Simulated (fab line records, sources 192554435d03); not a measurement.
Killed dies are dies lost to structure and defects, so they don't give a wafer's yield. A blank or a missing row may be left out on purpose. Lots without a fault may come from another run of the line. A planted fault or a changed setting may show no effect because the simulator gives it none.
Split-lot experiment | flow n5_finfet | 7 lots, 39 wafers read, on a route of 1938 steps

THE SPLIT
At N5_HKMG_FIN_ETCH_58 (etches SOC in N2/H2, target depth 215.8 nm, time 741 s), the setting target_depth_a was moved away from the recipe's 2158 angstrom on 12 of the 39 wafers read, by -4.4% to +8.7%. The other wafers ran this setting at the recipe's value.

The reading is taken at the split's own step.

THE READING
etch.depth_nm (the simulator's own value, which no gauge read), in nm, at N5_HKMG_FIN_ETCH_58 (etches SOC in N2/H2, target depth 215.8 nm, time 741 s). The file gives no usual value for it. The 27 wafers here that ran the recipe average 217.4 nm, standard deviation 3.1 nm.

wafer  | tool, chamber at the split | target_depth_a as run, angstrom | against the recipe | etch.depth_nm, nm | against lot-mates on the recipe
L074.1 | rie_diel-05, 2             | 2158                            | recipe             | 218.7             | -
L074.2 | rie_diel-05, 0             | 2158                            | recipe             | 219.6             | -
L074.3 | rie_diel-05, 1             | 2062                            | -4.4%              | 204.1             | -14.1
L074.4 | rie_diel-05, 3             | 2062                            | -4.4%              | 211.9             | -6.3
L074.5 | rie_diel-05, 1             | 2062                            | -4.4%              | 204.4             | -13.8
L074.6 | rie_diel-05, 2             | 2158                            | recipe             | 216.4             | -
L076.1 | rie_diel-04, 3             | 2346                            | +8.7%              | 237.5             | +23.2
L076.2 | rie_diel-04, 2             | 2158                            | recipe             | 212.1             | -
L076.3 | rie_diel-04, 1             | 2158                            | recipe             | 215.6             | -
L076.4 | rie_diel-04, 0             | 2346                            | +8.7%              | 233.2             | +18.9
L076.5 | rie_diel-04, 0             | 2346                            | +8.7%              | 232               | +17.7
L076.6 | rie_diel-04, 1             | 2158                            | recipe             | 215.3             | -
L077.1 | rie_diel-03, 2             | 2158                            | recipe             | 220.1             | -
L077.2 | rie_diel-03, 3             | 2158                            | recipe             | 214               | -
L077.3 | rie_diel-03, 1             | 2284                            | +5.8%              | 233.7             | +16.9
L077.4 | rie_diel-03, 0             | 2284                            | +5.8%              | 227               | +10.2
L077.5 | rie_diel-03, 3             | 2158                            | recipe             | 216.2             | -
L077.6 | rie_diel-03, 0             | 2284                            | +5.8%              | 227.4             | +10.6
L079.1 | rie_diel-04, 2             | 2158                            | recipe             | 212.8             | -
L079.2 | rie_diel-04, 3             | 2158                            | recipe             | 218.1             | -
L079.3 | rie_diel-04, 1             | 2158                            | recipe             | 216.3             | -
L079.4 | rie_diel-04, 0             | 2158                            | recipe             | 215.3             | -
L079.5 | rie_diel-04, 3             | 2158                            | recipe             | 219.2             | -
L079.6 | rie_diel-04, 0             | 2158                            | recipe             | 216.6             | -
L083.2 | rie_diel-05, 0             | 2158                            | recipe             | 223.3             | -
L083.5 | rie_diel-05, 2             | 2158                            | recipe             | 221.7             | -
L083.6 | rie_diel-05, 3             | 2158                            | recipe             | 224.5             | -
L087.1 | rie_diel-03, 2             | 2158                            | recipe             | 219.4             | -
L087.2 | rie_diel-03, 3             | 2158                            | recipe             | 214.9             | -
L087.3 | rie_diel-03, 0             | 2158                            | recipe             | 213.9             | -
L087.4 | rie_diel-03, 1             | 2158                            | recipe             | 219.2             | -
L087.5 | rie_diel-03, 1             | 2158                            | recipe             | 219.5             | -
L087.6 | rie_diel-03, 2             | 2158                            | recipe             | 219.9             | -
L096.1 | rie_diel-05, 2             | 2158                            | recipe             | 217.2             | -
L096.2 | rie_diel-05, 0             | 2254                            | +4.4%              | 230.6             | +15.3
L096.3 | rie_diel-05, 3             | 2254                            | +4.4%              | 232               | +16.7
L096.4 | rie_diel-05, 1             | 2254                            | +4.4%              | 221.6             | +6.3
L096.5 | rie_diel-05, 2             | 2158                            | recipe             | 216.3             | -
L096.6 | rie_diel-05, 1             | 2158                            | recipe             | 212.4             | -

THE FIT
A straight line over all 39 wafers: etch.depth_nm changes by +2.1 nm for each +1% of target_depth_a; r = +0.90; the points scatter about the line by 3.4 nm.
The same after taking each lot's own level away (the mean of its wafers on the recipe; 39 wafers): +2.38 nm for each +1%; r = +0.94; scatter 2.8 nm.
On that fit, the largest move of target_depth_a shifts the reading by 21 nm.
The lots' own levels span 214.33 to 223.17 nm, that is 2.8 times the standard deviation above.
So the lot-to-lot level changes the slope: the two fits differ.
Check: with one of the wafers moved furthest among these (+8.7%) left out of the fit, the line predicts +20.1 nm for it against its lot-mates. It came out at +23.2 nm against them.

OTHER SPLITS ON THESE WAFERS
These wafers also went through other splits before the reading. Each is held against what the fit with the lots' levels taken away leaves over:
other split on the same wafers   | wafers away from the commonest value | r with etch.depth_nm (lot level and that fit taken away)
N5_SD_EPI_N_ETCH_35 source_w     | 15                                   | +0.05
N5_SD_EPI_P_EPI_21 pressure_torr | 30                                   | +0.06

THE WHOLE CHAIN: every reading that the file lists as answering this split, in the file's order
step                | what it does                                           | reading                                                                         | change (the file's fit)              | r (the file's)
N5_HKMG_FIN_ETCH_58 | etches SOC in N2/H2, target depth 215.8 nm, time 741 s | SOC_of_HKMG_FIN_COAT_41.thk_nm (the simulator's own value, which no gauge read) | -2.37 nm for each +1% of the setting | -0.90
N5_HKMG_FIN_ETCH_58 | etches SOC in N2/H2, target depth 215.8 nm, time 741 s | HKMG_FIN.feature_depth_nm (the simulator's own value, which no gauge read)      | +2.36 nm for each +1% of the setting | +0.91
N5_HKMG_FIN_ETCH_58 | etches SOC in N2/H2, target depth 215.8 nm, time 741 s | etch.depth_nm (the simulator's own value, which no gauge read)                  | +2.37 nm for each +1% of the setting | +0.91

THE FILE'S OWN FIT
etch.depth_nm changes by +2.37 nm for each +1% of target_depth_a, r = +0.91.
